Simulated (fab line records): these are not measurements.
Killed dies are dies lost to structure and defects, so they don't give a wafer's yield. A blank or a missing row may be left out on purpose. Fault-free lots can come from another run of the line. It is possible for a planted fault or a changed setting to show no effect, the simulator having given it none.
Chamber matching    flow n5Finfet    cmp-02 running N5_PMOS_HMC_CHANNEL_EPI_CMP_21: 4 sister chambers
The step polishes SiGe30, target thk 54 nm. 4 wafers are shown with their chamber, then 6 later ones without.

== WAFERS PAIRED WITH THEIR CHAMBERS ==
wafer   chamber  motorCurrentA (A)
L679.3  0        10.0
L684.3  1        10.4
L684.4  2        11.8
L684.5  3        13.5

== WAFERS WITHOUT THEIR CHAMBER ==
wafer   motorCurrentA (A)
L686.1  9.9
L686.4  13.3
L686.5  10.3
L687.1  12.7
L687.3  10.7
L687.6  11.9

== CHAMBER TAKEN BY EACH ==
wafer   from the rows above      in truth
L686.1  can't be placed: 0 or 1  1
L686.4  3                        3
L686.5  can't be placed: 1 or 0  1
L687.1  can't be placed: 3 or 2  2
L687.3  can't be placed: 1 or 0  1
L687.6  2                        2
Placed correctly: 2 of 6. From these rows, 4 cannot be placed; in 4 the true chamber is one of the candidates. Number placed wrongly: 0.
How it was worked out, from the rows above alone: a wafer's distance from a chamber is the root of the sum, over the readings, of the square of ((its reading less the chamber's mean) divided by the reading's scatter). The wafer belongs to the nearest chamber; if the next one is less than 2 further off, it can't be placed. A chamber's mean is the mean of its shown wafers. The scatter: with one shown wafer a chamber, the root of the mean of the squares of how far each hidden wafer lies from its nearest shown one.
